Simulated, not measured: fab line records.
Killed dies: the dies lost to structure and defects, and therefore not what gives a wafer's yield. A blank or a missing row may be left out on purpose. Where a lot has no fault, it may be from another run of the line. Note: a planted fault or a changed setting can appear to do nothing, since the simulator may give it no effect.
fab line records | flow nandHarc
[record] lots = 24 wafers = 72 lastDay = 24
route steps=1159 shown A_M1@1040 A_BONDPAD@1073 HYBRID_BOND@1094 THIN_TSV@1103
lots that met no fault: taken from a fault-free run of the same line
startH: hours from the record's first day to the start of the lot's first wafer shown | waitH: hours since the lot's step before | " same as the row above | L1.1+2: a row that stands for several wafers | - either no value or no given start | * or withheld: withheld | < > ~ a bound
route shown NAME@n: a module of which the file shows steps, and the number in the route of the first | usual: mean and standard deviation over wafers with no fault | same: alike in all rows | chamber/n: place in a boat | sites: readings site by site | _std_site: the standard deviation of these | _edge_site: mean of outer sites minus mean of inner sites | radiusMm: for every site, how far away it sits from the centre of the wafer | mask NAME#n: copy n | behind: the most recent tool/chamber to have shaped the wafer | hold: the reason the lot was held/the length of the hold in hours/how it ended | device: transistor that didn't switch, given as n, p or np | end of line: tests run on the same wafers once the route is complete | a step without rows: its recipe alone | killed: dies lost to structure and defects at the first sort, not the wafer's yield | map: per-die view of a wafer (x killed, . not killed, _ where there is no die)
set.NAME: the setting the step ran with; set.NAME@STEP: the setting that earlier step ran with | model.NAME: the simulator's own value behind a step, which no gauge read
steps of the route over a sample of lots; a table a step, a row a wafer
services: when a tool's chamber went out of use (startH, in hours from the record's first day, below 0 if earlier), for how many hours, and the reason
[[steps]]
[step NHARC_A_M1_ETCH_35]
[recipe] targetDepthA = 400 overetchA = 120 timeS = 43.94 ionEnergyEv = 200 n2FlowSccm = 150 h2FlowSccm = 150 arFlowSccm = 0 rfW = 400 biasW = 150 chemistry = N2/H2
[usual] chamberPressureMTorr = 29.998/0.025 drypumpMotorCurrentA = 5.7/0.56 oesProductAu = 1.000/0.0088 rfVppV = 429.8/2.7 showerheadPlenumPTorr = 2.02/0.088 throttleValvePct = 14.172/0.0093
// columns lot.wafer tool chamber startH waitH chamberPressureMTorr drypumpMotorCurrentA oesProductAu rfHoursCounterH rfVppV showerheadPlenumPTorr throttleValvePct
L075.2 rieDiel-11 3 403.84 0.1 29.995 5.9 1.005 2 426.0 1.92 14.177
L075.1 " 0 " " 30.005 5.9 1.012 2 429.1 2.04 14.178
L075.5 " 0 " " 30.000 5.9 1.008 - 430.9 2.04 14.166
L076.1 rieDiel-11 3 406.62 0.1 30.006 5.9 1.005 2 428.3 1.92 14.169
L076.4 " 1 " " 29.981 6.6 0.981 2 426.8 1.93 14.182
L076.6 " 3 " " 30.020 5.9 0.997 - 427.7 1.92 14.175
L077.1 rieDiel-13 0 408.30 0.1 29.994 4.6 1.009 3 428.7 1.99 14.180
L077.2 " 1 " " 29.985 5.1 0.997 2 427.1 1.92 14.165
L077.6 " 3 " " 30.023 5.7 0.998 - 432.5 2.09 14.183
L074.1 rieDiel-09 2 413.42 0.1 29.992 5.2 0.992 13 430.6 2.05 14.168
L074.4 " 0 " " 30.005 6.6 0.991 10 433.3 2.17 14.173
L074.6 " 1 " " 29.986 5.7 0.992 - 433.6 2.16 14.152
L078.3 rieDiel-11 0 418.76 0.1 29.970 5.9 1.008 3 431.4 2.04 14.160
L078.2 " 1 " " 30.011 6.6 0.985 3 426.5 1.93 14.159
L078.1 " 3 " " 30.005 5.9 1.007 4 425.8 1.92 14.160
L079.2 rieDiel-11 0 422.98 0.1 30.007 5.9 1.014 4 431.3 2.04 14.169
L079.4 " 1 " " 29.985 6.6 0.998 4 426.5 1.93 14.167
L079.6 " 0 " " 30.053 5.9 1.020 - 431.0 2.04 14.174
L080.3 rieDiel-11 2 439.99 0.1 30.022 5.7 1.011 4 433.9 2.16 14.184
L080.5 " 2 " " 29.972 5.7 1.005 - 433.6 2.16 14.173
L080.4 " 3 " " 29.966 5.9 1.015 - 428.3 1.92 14.169
L081.1 rieDiel-13 0 441.12 0.1 30.020 4.6 1.008 4 428.3 1.99 14.164
L081.2 " 1 " " 29.994 5.1 0.995 3 427.2 1.92 14.188
L081.6 " 0 " " 30.016 4.6 0.989 - 429.7 1.99 14.176
L082.1 rieDiel-11 3 450.80 0.1 29.983 5.9 1.011 5 426.1 1.92 14.177
L082.6 " 3 " " 29.949 5.9 1.008 - 427.0 1.92 14.181
L082.5 " 0 " " 30.043 5.9 1.006 - 430.4 2.04 14.160
L083.3 rieDiel-09 1 451.76 0.1 30.007 5.8 0.998 1 434.0 2.16 14.157
L083.1 " 3 " " 29.982 5.6 1.005 2 431.4 2.06 14.185
L083.5 " 2 " " 30.011 5.2 1.000 - 430.4 2.05 14.176
L084.3 rieDiel-09 2 453.27 0.1 29.986 5.2 1.001 2 431.4 2.05 14.168
L084.6 " 3 " " 30.010 5.6 1.007 - 430.9 2.06 14.186
L084.5 " 0 " " 30.002 6.6 0.994 - 432.9 2.17 14.157
L086.1 rieDiel-11 0 469.96 0.1 30.031 5.9 0.999 6 431.4 2.04 14.159
L086.2 " 1 " " 29.977 6.6 0.996 6 427.5 1.93 14.173
L086.4 " 2 " " 29.945 5.7 1.006 5 433.7 2.16 14.162
L087.2 rieDiel-09 2 470.18 0.1 30.001 5.2 0.999 2 429.3 2.05 14.190
L087.4 " 3 " " 29.998 5.6 0.999 3 431.5 2.05 14.165
L087.1 " 1 " " 29.975 5.7 1.004 2 433.8 2.16 14.173
L085.3 rieDiel-09 1 479.44 0.1 30.013 5.7 0.997 3 434.8 2.16 14.172
L085.1 " 3 " " 29.968 5.5 0.992 4 430.8 2.05 14.182
L085.5 " 2 " " 30.008 5.2 0.990 - 431.9 2.05 14.208
L088.4 rieDiel-11 1 479.85 0.1 29.982 6.6 0.999 7 427.2 1.93 14.166
L088.3 " 2 " " 29.964 5.7 1.009 7 432.9 2.15 14.176
L088.1 " 3 " " 30.024 5.9 1.016 7 428.7 1.92 14.159
L089.3 rieDiel-13 0 498.24 0.1 30.041 4.6 0.997 1 429.3 1.99 14.155
L089.4 " 1 " " 30.044 5.1 1.000 1 428.3 1.92 14.177
L089.5 " 0 " " 30.024 4.6 1.002 - 428.9 1.99 14.186
L091.2 rieDiel-13 0 502.73 0.1 29.960 4.6 1.007 1 430.2 1.99 14.172
L091.3 " 2 " " 30.023 5.1 0.993 1 425.9 1.93 14.157
L091.1 " 3 " " 30.006 5.8 0.997 1 431.3 2.09 14.169
L090.4 rieDiel-13 1 507.30 0.1 29.997 5.1 0.994 1 426.7 1.92 14.173
L090.3 " 3 " " 30.056 5.7 0.994 1 431.6 2.09 14.174
L090.1 " 0 " " 30.038 4.6 0.993 1 429.9 1.99 14.178
L092.1 rieDiel-13 3 514.78 0.1 29.999 5.7 0.994 1 430.6 2.08 14.172
L092.4 " 1 " " 29.987 5.1 1.000 1 427.9 1.92 14.173
L092.5 " 2 " " 30.040 5.2 0.992 - 426.5 1.93 14.171
L096.4 rieDiel-11 0 518.22 0.1 29.996 5.9 1.013 9 429.7 2.04 14.172
L096.1 " 2 " " 30.011 5.7 1.012 9 433.6 2.15 14.173
L096.3 " 3 " " 29.952 5.9 1.006 9 426.3 1.92 14.167
L094.3 rieDiel-13 0 526.20 0.1 29.992 4.6 0.996 2 428.4 1.99 14.173
L094.4 " 3 " " 30.003 5.8 0.993 2 432.7 2.08 14.173
L094.6 " 1 " " 29.931 5.1 1.002 - 427.7 1.92 14.168
L095.1 rieDiel-11 0 526.57 0.1 30.001 5.9 1.000 9 429.6 2.04 14.178
L095.3 " 2 " " 30.018 5.7 1.012 10 434.0 2.15 14.160
L095.2 " 3 " " 30.028 5.9 1.008 9 428.3 1.92 14.181
L093.2 rieDiel-13 1 533.04 0.1 30.010 5.1 1.001 2 426.4 1.92 14.178
L093.4 " 3 " " 29.990 5.7 0.995 2 429.7 2.08 14.160
L093.6 " 2 " " 30.032 5.1 1.000 - 427.2 1.93 14.162
L097.4 rieDiel-11 2 538.52 0.1 30.004 5.7 1.015 10 435.8 2.15 14.170
L097.1 " 3 " " 30.039 5.9 0.999 10 426.6 1.92 14.155
L097.5 " 0 " " 29.982 5.9 1.002 - 429.8 2.04 14.171
[step NHARC_A_M1_PVD_21]
[recipe] targetThkA = 300 chamberPressurePa = 5 powerW = 5000 substrateTempC = 30 timeS = 20.49 material = Cu
[usual] cathodeDcPowerW = 5000.1/0.92 throttleValvePct = 30.5/1.1
// columns lot.wafer tool chamber startH waitH cathodeDcPowerW throttleValvePct
L075.1 pvdSputter-02 - - - 5001.0 29.2
L075.2 " - " " 5000.5 28.9
L075.5 " - " " 4999.5 29.1
L076.1 pvdSputter-01 - - - 5000.5 31.6
L076.4 " - " " 5000.4 29.8
L076.6 " - " " 5000.5 30.0
L077.2 pvdSputter-02 - - - 4999.5 31.2
L077.1 " - " " 4998.2 28.9
L077.6 " - " " 4999.5 32.5
L074.1 pvdSputter-03 - - - 5000.5 31.8
L074.4 " - " " 4999.1 29.7
L074.6 " - " " 5000.0 30.6
L078.1 pvdSputter-03 - - - 5000.0 31.5
L078.3 " - " " 4999.2 31.0
L078.2 " - " " 4999.2 29.8
L079.2 pvdSputter-02 - - - 4999.9 29.3
L079.4 " - " " 4999.9 31.2
L079.6 " - " " 4998.9 29.2
L080.3 pvdSputter-03 - - - 4999.7 30.9
L080.4 " - " " 4998.7 30.6
L080.5 " - " " 5001.4 30.8
L081.2 pvdSputter-02 - - - 4999.8 32.1
L081.1 " - " " 4999.7 31.8
L081.6 " - " " 4999.5 28.8
L082.1 pvdSputter-02 - - - 4999.5 31.4
L082.5 " - " " 5000.3 29.3
L082.6 " - " " 5000.7 31.7
L083.1 pvdSputter-03 - - - 4999.7 30.2
L083.3 " - " " 4999.8 30.6
L083.5 " - " " 5001.5 29.9
L084.3 pvdSputter-01 - - - 5000.9 29.6
L084.6 " - " " 5000.0 30.5
L084.5 " - " " 5000.1 31.7
L086.4 pvdSputter-03 - - - 5000.2 29.8
L086.2 " - " " 5001.5 30.5
L086.1 " - " " 5000.3 29.5
L087.2 pvdSputter-02 - - - 5000.2 31.6
L087.1 " - " " 5000.8 29.3
L087.4 " - " " 4999.6 32.3
L085.3 pvdSputter-02 - - - 4999.0 32.1
L085.1 " - " " 4999.5 31.7
L085.5 " - " " 5000.4 32.0
L088.3 pvdSputter-01 - - - 4999.5 31.8
L088.4 " - " " 5000.7 30.0
L088.1 " - " " 5000.5 29.7
L089.4 pvdSputter-02 - - - 4999.8 29.4
L089.3 " - " " 5002.0 32.1
L089.5 " - " " 5000.5 31.5
L091.1 pvdSputter-02 - - - 4999.7 32.2
L091.3 " - " " 5000.5 31.3
L091.2 " - " " 5000.8 29.0
L090.1 pvdSputter-01 - - - 4998.9 31.8
L090.4 " - " " 5000.2 30.1
L090.3 " - " " 4999.5 30.3
L092.4 pvdSputter-03 - - - 5000.1 30.0
L092.1 " - " " 4998.6 30.1
L092.5 " - " " 5000.7 29.5
L096.1 pvdSputter-03 - - - 4999.4 29.3
L096.4 " - " " 5000.0 29.4
L096.3 " - " " 5001.5 30.7
L094.3 pvdSputter-01 - - - 4999.6 31.9
L094.4 " - " " 4999.5 31.3
L094.6 " - " " 4999.5 30.4
L095.3 pvdSputter-02 - - - 5000.8 32.0
L095.2 " - " " 5001.2 29.2
L095.1 " - " " 5000.4 29.3
L093.2 pvdSputter-02 - - - 4999.8 29.2
L093.4 " - " " 4998.6 32.1
L093.6 " - " " 5000.8 32.2
L097.4 pvdSputter-02 - - - 4999.9 28.9
L097.1 " - " " 5001.5 29.2
L097.5 " - " " 4999.6 31.2
[step NHARC_A_BONDPAD_OVL_MEAS_35]
[usual] overlayXNm = 0/5.5 overlayYNm = -1/5.6
// columns lot.wafer tool chamber startH waitH overlayXNm overlayYNm
L075.1 overlay-02 - 408.36 - -9 6
L075.2 " - " " -9 6
L075.5 " - " " -8 5
L076.1 overlay-01 - 411.57 - 3 1
L076.4 " - " " 3 1
L076.6 " - " " 4 1
L077.1 overlay-01 - 413.08 - 7 5
L077.2 " - " " 8 6
L077.6 " - " " 7 6
L074.1 overlay-02 - 417.92 - 8 1
L074.4 " - " " 8 1
L074.6 " - " " 8 0
L078.1 overlay-02 - 423.43 - -3 1
L078.2 " - " " -3 1
L078.3 " - " " -3 1
L079.2 overlay-01 - 427.63 - 3 0
L079.4 " - " " 3 -1
L079.6 " - " " 3 -1
L080.3 overlay-01 - 444.84 - -12 -7
L080.4 " - " " -12 -6
L080.5 " - " " -11 -6
L081.1 overlay-02 - 445.79 - 2 -3
L081.2 " - " " 2 -4
L081.6 " - " " 3 -3
L082.1 overlay-02 - 455.43 - 5 2
L082.5 " - " " 5 2
L082.6 " - " " 5 2
L083.1 overlay-01 - 456.24 - 6 4
L083.3 " - " " 7 4
L083.5 " - " " 6 4
L084.3 overlay-02 - 457.83 - 3 -4
L084.5 " - " " 3 -4
L084.6 " - " " 3 -3
L086.1 overlay-02 - 474.75 - 1 -2
L086.2 " - " " 1 -3
L086.4 " - " " 1 -3
L087.1 overlay-02 - 475.08 - -4 -9
L087.2 " - " " -4 -8
L087.4 " - " " -3 -9
L085.1 overlay-01 - 484.33 - -7 -2
L085.3 " - " " -7 -2
L085.5 " - " " -7 -2
L088.1 overlay-02 - 484.51 - 0 -5
L088.3 " - " " 1 -6
L088.4 " - " " 0 -6
L089.3 overlay-02 - 503.21 - -2 1
L089.4 " - " " -1 1
L089.5 " - " " -1 1
L091.1 overlay-02 - 507.10 - -7 0
L091.2 " - " " -6 0
L091.3 " - " " -6 0
L090.1 overlay-02 - 511.95 - 6 -8
L090.3 " - " " 6 -8
L090.4 " - " " 6 -8
L092.1 overlay-02 - 519.54 - -7 3
L092.4 " - " " -7 3
L092.5 " - " " -6 2
L096.1 overlay-01 - 522.74 - 0 0
L096.3 " - " " 0 0
L096.4 " - " " -1 0
L094.3 overlay-02 - 530.73 - 0 -7
L094.4 " - " " 0 -7
L094.6 " - " " 0 -7
L095.1 overlay-02 - 530.96 - -3 -12
L095.2 " - " " -4 -11
L095.3 " - " " -4 -11
L093.2 overlay-02 - 538.13 - 8 2
L093.4 " - " " 8 2
L093.6 " - " " 8 3
L097.1 overlay-01 - 543.29 - -1 15
L097.4 " - " " -1 16
L097.5 " - " " -1 15
[step NHARC_A_BONDPAD_DESCUM_11]
[recipe] timeS = 3 o2FlowSccm = 200 arFlowSccm = 0 biasPowerW = 0 chemistry = O2
[usual] chamberPressureMTorr = 60.01/0.054 drypumpMotorCurrentA = 5.9/0.34 oesProductAu = 0.999/0.0069 rfVppV = 57.9/0.84 showerheadPlenumPTorr = 1.94/0.097 throttleValvePct = 11.312/0.0088
// columns lot.wafer tool chamber startH waitH chamberPressureMTorr drypumpMotorCurrentA oesProductAu rfHoursCounterH rfVppV showerheadPlenumPTorr throttleValvePct
L075.1 rieDiel-01 1 408.53 - 59.97 5.9 1.004 18 57.5 1.99 11.317
L075.2 " 2 " " 60.02 5.7 0.994 17 58.7 2.00 11.327
L075.5 " 2 " " 59.99 5.7 0.994 - 58.4 2.00 11.317
L076.1 rieDiel-08 2 411.69 - 60.10 6.2 0.994 5 58.7 2.01 11.297
L076.4 " 0 " " 60.04 6.5 1.008 4 58.0 1.91 11.312
L076.6 " 2 " " 60.05 6.1 1.007 - 59.2 2.01 11.326
L077.2 rieDiel-08 1 413.21 - 59.91 5.8 0.992 5 56.6 1.79 11.320
L077.1 " 3 " " 60.08 5.7 1.009 5 59.3 2.03 11.297
L077.6 " 1 " " 60.05 5.8 0.990 - 58.5 1.79 11.320
L074.4 rieDiel-02 2 418.05 - 59.92 5.2 1.014 31 57.7 2.05 11.306
L074.1 " 0 " " 59.99 5.8 1.013 27 56.5 1.83 11.303
L074.6 " 2 " " 59.98 5.2 0.999 - 57.8 2.05 11.320
L078.2 rieDiel-01 0 423.56 - 60.00 6.2 1.012 20 58.4 1.95 11.312
L078.3 " 1 " " 59.94 5.9 1.002 21 57.4 1.99 11.307
L078.1 " 2 " " 59.92 5.7 1.000 19 58.1 2.00 11.312
L079.4 rieDiel-08 3 427.75 - 60.04 5.7 0.996 5 58.3 2.03 11.304
L079.2 " 1 " " 59.91 5.8 0.992 5 57.5 1.79 11.322
L079.6 " 3 " " 59.93 5.7 1.004 - 58.5 2.03 11.333
L080.3 rieDiel-08 2 444.96 - 59.96 6.1 0.996 6 57.9 2.01 11.307
L080.4 " 0 " " 60.03 6.5 1.011 5 57.8 1.91 11.311
L080.5 " 3 " " 60.01 5.7 0.993 - 58.7 2.03 11.307
L081.1 rieDiel-02 3 445.92 - 60.04 6.1 0.994 40 58.1 1.96 11.310
L081.2 " 0 " " 60.01 5.8 0.996 41 57.4 1.83 11.290
L081.6 " 2 " " 59.97 5.2 0.992 - 57.6 2.04 11.309
L082.1 rieDiel-08 1 455.55 - 60.02 5.8 1.000 6 57.7 1.78 11.310
L082.6 " 3 " " 60.05 5.7 1.005 - 57.7 2.03 11.303
L082.5 " 0 " " 60.04 6.5 1.003 - 57.5 1.91 11.314
L083.3 rieDiel-01 2 456.37 - 59.91 5.7 0.991 26 57.6 2.00 11.299
L083.1 " 3 " " 59.95 5.7 1.000 25 56.9 1.76 11.306
L083.5 " 2 " " 60.02 5.7 0.988 - 58.0 2.00 11.313
L084.3 rieDiel-08 0 457.96 - 60.10 6.5 0.987 6 58.1 1.91 11.306
L084.6 " 0 " " 59.99 6.5 0.999 - 57.1 1.91 11.327
L084.5 " 1 " " 60.01 5.8 0.993 - 58.0 1.79 11.325
L086.1 rieDiel-08 2 474.87 - 60.03 6.1 0.996 6 57.5 2.01 11.316
L086.2 " 3 " " 60.00 5.7 1.000 7 57.4 2.03 11.308
L086.4 " 1 " " 60.07 5.8 0.992 7 56.7 1.78 11.313
L087.1 rieDiel-02 0 475.20 - 60.05 5.8 0.999 50 56.0 1.82 11.305
L087.2 " 1 " " 59.91 5.5 0.999 51 57.5 1.79 11.306
L087.4 " 3 " " 60.00 6.1 1.009 48 57.6 1.95 11.299
L085.3 rieDiel-01 3 484.49 - 59.99 5.7 1.005 31 57.8 1.76 11.309
L085.1 " 0 " " 60.01 6.2 0.987 33 57.6 1.94 11.308
L085.5 " 1 " " 59.91 5.9 0.992 - 58.7 1.99 11.296
L088.4 rieDiel-02 2 484.64 - 59.98 5.2 1.003 51 57.0 2.04 11.308
L088.1 " 0 " " 60.03 5.8 1.002 52 58.4 1.82 11.304
L088.3 " 1 " " 60.05 5.5 0.998 53 57.7 1.79 11.310
L089.3 rieDiel-02 2 503.34 - 60.00 5.2 1.007 57 57.3 2.04 11.318
L089.4 " 0 " " 60.00 5.8 1.001 60 57.1 1.82 11.303
L089.5 " 2 " " 60.05 5.2 1.011 - 58.3 2.04 11.309
L091.2 rieDiel-08 0 507.24 - 60.06 6.5 0.983 1 58.5 1.91 11.313
L091.1 " 1 " " 59.96 5.8 0.994 0 55.8 1.78 11.313
L091.3 " 2 " " 60.05 6.1 0.999 1 58.7 2.01 11.304
L090.3 rieDiel-01 2 512.29 - 59.98 5.7 0.996 3 58.8 1.99 11.316
L090.1 " 3 " " 60.01 5.7 0.999 3 58.0 2.08 11.319
L090.4 " 0 " " 59.97 6.1 0.998 3 57.3 1.94 11.311
L092.1 rieDiel-08 1 519.67 - 60.06 5.8 0.989 1 56.3 1.78 11.308
L092.4 " 2 " " 59.99 6.1 0.997 1 58.8 2.01 11.308
L092.5 " 2 " " 60.05 6.2 0.998 - 58.5 2.01 11.313
L096.4 rieDiel-08 2 522.87 - 59.89 6.2 1.003 1 57.9 2.01 11.321
L096.3 " 3 " " 60.04 5.7 1.006 1 58.5 2.03 11.308
L096.1 " 0 " " 60.11 6.5 1.005 1 56.6 1.91 11.319
L094.3 rieDiel-08 2 530.86 - 60.01 6.1 0.993 2 57.9 2.01 11.302
L094.4 " 3 " " 59.98 5.7 1.002 2 58.0 2.03 11.316
L094.6 " 1 " " 60.05 5.8 0.994 - 56.9 1.78 11.315
L095.3 rieDiel-08 3 531.10 - 60.04 5.7 0.996 2 57.4 2.03 11.307
L095.2 " 0 " " 60.00 6.5 1.009 2 57.2 1.91 11.327
L095.1 " 1 " " 59.96 5.8 1.000 1 55.9 1.78 11.314
L093.2 rieDiel-08 1 538.25 - 60.02 5.8 1.003 2 56.3 1.78 11.314
L093.4 " 3 " " 60.08 5.7 1.002 2 58.0 2.03 11.327
L093.6 " 2 " " 59.95 6.1 1.009 - 57.9 2.01 11.304
L097.1 rieDiel-08 2 543.41 - 59.98 6.2 1.008 2 56.4 2.01 11.314
L097.4 " 0 " " 59.91 6.5 1.001 2 59.7 1.91 11.313
L097.5 " 3 " " 59.94 5.7 0.999 - 58.2 2.03 11.311
[step NHARC_HYBRID_BOND_ACTIVATE_00]
[recipe] timeS = 60 n2FlowSccm = 200 arFlowSccm = 0 biasPowerW = 0 chemistry = N2
[usual] drypumpMotorCurrentA = 5.5/0.39 oesProductAu = 0.998/0.0074 rfVppV = 64.1/0.93 showerheadPlenumPTorr = 1.76/0.082
// columns lot.wafer tool chamber startH waitH drypumpMotorCurrentA oesProductAu rfHoursCounterH rfVppV showerheadPlenumPTorr
L075.2 rieDiel-06 1 411.36 0.1 5.2 1.011 60 64.3 1.77
L075.1 " 2 " " 5.3 1.014 61 65.5 1.88
L075.5 " 1 " " 5.3 1.010 - 64.5 1.77
L076.4 rieDiel-05 3 414.39 0.1 5.6 0.999 8 62.9 1.64
L076.1 " 0 " " 5.3 0.991 7 65.4 1.77
L076.6 " 0 " " 5.3 0.990 - 63.2 1.77
L077.2 rieDiel-05 1 415.85 0.1 5.4 0.996 8 63.6 1.69
L077.1 " 3 " " 5.6 0.991 8 63.3 1.64
L077.6 " 0 " " 5.3 0.992 - 64.9 1.77
L074.1 rieDiel-05 0 420.71 0.1 5.3 0.978 7 63.8 1.77
L074.4 " 3 " " 5.6 0.987 8 63.6 1.64
L074.6 " 1 " " 5.4 0.987 - 63.8 1.69
L078.2 rieDiel-05 2 426.56 0.1 6.2 0.993 8 64.4 1.86
L078.1 " 3 " " 5.6 0.998 8 62.7 1.64
L078.3 " 1 " " 5.4 0.995 8 63.5 1.69
L079.4 rieDiel-07 2 430.51 0.1 5.6 0.999 5 65.1 1.80
L079.2 " 0 " " 5.7 1.010 6 64.5 1.82
L079.6 " 1 " " 5.6 1.001 - 64.1 1.77
L080.3 rieDiel-06 2 447.69 0.1 5.3 0.997 8 64.6 1.88
L080.4 " 3 " " 4.7 0.991 10 65.0 1.88
L080.5 " 1 " " 5.2 0.995 - 63.7 1.76
L081.2 rieDiel-06 2 448.55 0.1 5.3 0.996 8 64.8 1.88
L081.1 " 0 " " 5.0 1.007 9 63.5 1.85
L081.6 " 3 " " 4.7 0.974 - 64.9 1.88
L082.1 rieDiel-05 3 458.35 0.1 5.6 1.002 12 63.8 1.63
L082.5 " 1 " " 5.4 0.996 - 62.9 1.69
L082.6 " 2 " " 6.2 1.010 - 64.7 1.86
L083.3 rieDiel-05 3 459.09 0.1 5.6 1.000 12 62.0 1.63
L083.1 " 0 " " 5.3 0.995 12 64.3 1.77
L083.5 " 0 " " 5.3 0.991 - 63.6 1.77
L084.3 rieDiel-05 0 460.76 0.1 5.3 0.999 12 66.4 1.77
L084.6 " 1 " " 5.5 0.989 - 62.6 1.69
L084.5 " 2 " " 6.3 1.000 - 65.2 1.86
L086.1 rieDiel-05 2 477.51 0.1 6.2 1.001 14 66.2 1.86
L086.2 " 3 " " 5.6 1.008 14 62.4 1.63
L086.4 " 0 " " 5.3 0.997 13 64.7 1.77
L087.1 rieDiel-05 1 478.22 0.1 5.4 0.996 14 63.3 1.69
L087.4 " 3 " " 5.7 0.994 14 63.1 1.63
L087.2 " 0 " " 5.3 1.001 13 64.7 1.77
L085.3 rieDiel-05 2 487.20 0.1 6.2 0.983 15 65.2 1.86
L085.1 " 3 " " 5.6 0.990 15 63.5 1.63
L085.5 " 0 " " 5.3 0.988 - 63.9 1.77
L088.3 rieDiel-05 3 487.37 0.1 5.7 0.994 15 62.6 1.63
L088.4 " 0 " " 5.3 0.988 14 65.0 1.77
L088.1 " 1 " " 5.4 0.991 15 63.3 1.69
L089.4 rieDiel-05 3 506.34 0.1 5.6 1.003 17 62.5 1.63
L089.3 " 0 " " 5.3 0.999 16 63.7 1.77
L089.5 " 2 " " 6.3 1.005 - 65.9 1.86
L091.1 rieDiel-06 2 510.14 0.1 5.3 0.999 31 65.4 1.87
L091.2 " 3 " " 4.8 1.001 31 65.0 1.87
L091.3 " 0 " " 5.0 1.007 27 64.3 1.84
L090.1 rieDiel-05 3 514.99 0.1 5.6 1.001 18 63.1 1.63
L090.3 " 0 " " 5.3 0.991 17 64.4 1.76
L090.4 " 1 " " 5.4 0.980 17 63.5 1.69
L092.1 rieDiel-07 2 522.31 0.1 5.6 0.998 43 65.9 1.79
L092.4 " 1 " " 5.6 0.992 43 64.1 1.76
L092.5 " 3 " " 5.4 1.001 - 62.4 1.74
L096.1 rieDiel-07 0 525.58 0.1 5.7 1.007 45 65.4 1.81
L096.3 " 1 " " 5.6 1.000 44 65.0 1.76
L096.4 " 2 " " 5.6 0.991 44 65.9 1.79
L094.4 rieDiel-05 0 533.48 0.1 5.3 0.997 1 64.3 1.76
L094.3 " 3 " " 5.6 1.013 1 64.7 1.63
L094.6 " 0 " " 5.3 1.000 - 65.1 1.76
L095.2 rieDiel-05 1 533.81 0.1 5.4 1.000 1 64.8 1.69
L095.3 " 3 " " 5.7 1.011 1 62.3 1.63
L095.1 " 0 " " 5.3 1.011 1 64.7 1.76
L093.4 rieDiel-05 0 540.98 0.1 5.3 1.001 2 62.4 1.76
L093.2 " 1 " " 5.4 0.997 1 63.2 1.69
L093.6 " 0 " " 5.3 1.000 - 64.0 1.76
L097.1 rieDiel-05 1 546.10 0.1 5.4 1.005 2 64.1 1.69
L097.5 " 2 " " 6.2 1.002 - 64.2 1.86
L097.4 " 0 " " 5.3 0.995 - 65.7 1.76
[step NHARC_THIN_TSV_THK_MEAS_02]
[recipe] thkMeasGauge = ir
[usual] thkNm = 2981/230
// columns lot.wafer tool chamber startH waitH thkNm
L075.1 filmMetro-02 - 423.75 0.2 3367
L075.2 " - " " 3322
L075.5 " - " " 3310
L076.1 filmMetro-02 - 428.19 - 3355
L076.4 " - " " 3188
L076.6 " - " " 3308
L077.1 filmMetro-01 - 429.39 0.2 2756
L077.2 " - " " 2625
L077.6 " - " " 2562
L074.1 filmMetro-01 - 433.69 - 2709
L074.4 " - " " 2987
L074.6 " - " " 3295
L079.2 filmMetro-01 - 439.74 0.2 2621
L079.4 " - " " 2798
L079.6 " - " " 2624
L078.1 filmMetro-02 - 440.94 0.2 2987
L078.2 " - " " 2986
L078.3 " - " " 3162
L081.1 filmMetro-01 - 461.79 - 2592
L081.2 " - " " 2927
L081.6 " - " " 2845
L080.3 filmMetro-01 - 463.00 0.2 3050
L080.4 " - " " 3386
L080.5 " - " " 2917
L083.1 filmMetro-02 - 470.14 - 2913
L083.3 " - " " 2921
L083.5 " - " " 3133
L082.1 filmMetro-01 - 471.35 0.2 3083
L082.5 " - " " 3257
L082.6 " - " " 3436
L084.3 filmMetro-01 - 472.53 - 2906
L084.5 " - " " 3396
L084.6 " - " " 3123
L086.1 filmMetro-02 - 488.93 - 3015
L086.2 " - " " 2890
L086.4 " - " " 2680
L087.1 filmMetro-01 - 490.14 - 2925
L087.2 " - " " 3068
L087.4 " - " " 2884
L085.1 filmMetro-01 - 505.75 0.2 3134
L085.3 " - " " 3018
L085.5 " - " " 3090
L088.1 filmMetro-01 - 506.94 - 2913
L088.3 " - " " 2841
L088.4 " - " " 3016
L089.3 filmMetro-01 - 517.73 - 2705
L089.4 " - " " 2987
L089.5 " - " " 2875
L090.1 filmMetro-01 - 528.59 - 3155
L090.3 " - " " 3161
L090.4 " - " " 3319
L091.1 filmMetro-01 - 529.79 - 3143
L091.2 " - " " 2908
L091.3 " - " " 3020
L092.1 filmMetro-02 - 533.62 - 2901
L092.4 " - " " 2752
L092.5 " - " " 3146
L096.1 filmMetro-01 - 534.82 - 2711
L096.3 " - " " 3154
L096.4 " - " " 3215
L095.1 filmMetro-01 - 544.99 0.2 3221
L095.2 " - " " 2847
L095.3 " - " " 2588
L094.3 filmMetro-01 - 546.18 - 3168
L094.4 " - " " 3355
L094.6 " - " " 3379
L093.2 filmMetro-02 - 552.34 - 2907
L093.4 " - " " 2563
L093.6 " - " " 2632
L097.1 filmMetro-02 - 560.38 - 2525
L097.4 " - " " 2753
L097.5 " - " " 2703
[[services]]
// columns tool chamber startH hours kind
pvdSputter-02 - 392.04 10.0 pm
rieDiel-13 1 392.30 11.3 repair
rieDiel-11 2 393.32 4.4 repair
rieDiel-08 0 397.07 9.4 repair
rieDiel-05 0 407.06 5.7 repair
pvdSputter-03 - 407.97 4.2 repair
rieDiel-02 1 414.90 1.6 repair
rieDiel-09 2 415.20 1.7 repair
pvdSputter-01 - 415.92 9.9 repair
rieDiel-09 - 431.10 9.0 pm
rieDiel-08 1 431.20 3.1 repair
pvdSputter-03 - 431.22 2.3 repair
rieDiel-11 1 438.15 5.4 repair
rieDiel-08 2 447.30 16.9 repair
rieDiel-13 - 453.12 9.0 pm
pvdSputter-03 - 458.00 10.0 pm
rieDiel-08 - 478.85 9.0 pm
rieDiel-11 3 484.45 4.1 repair
rieDiel-05 1 493.70 6.0 repair
rieDiel-05 - 517.60 9.0 pm
rieDiel-08 2 524.81 1.9 repair
rieDiel-11 0 538.65 8.4 repair
rieDiel-05 3 542.80 5.1 repair
rieDiel-11 - 543.50 9.0 pm
[[key]]
fault none
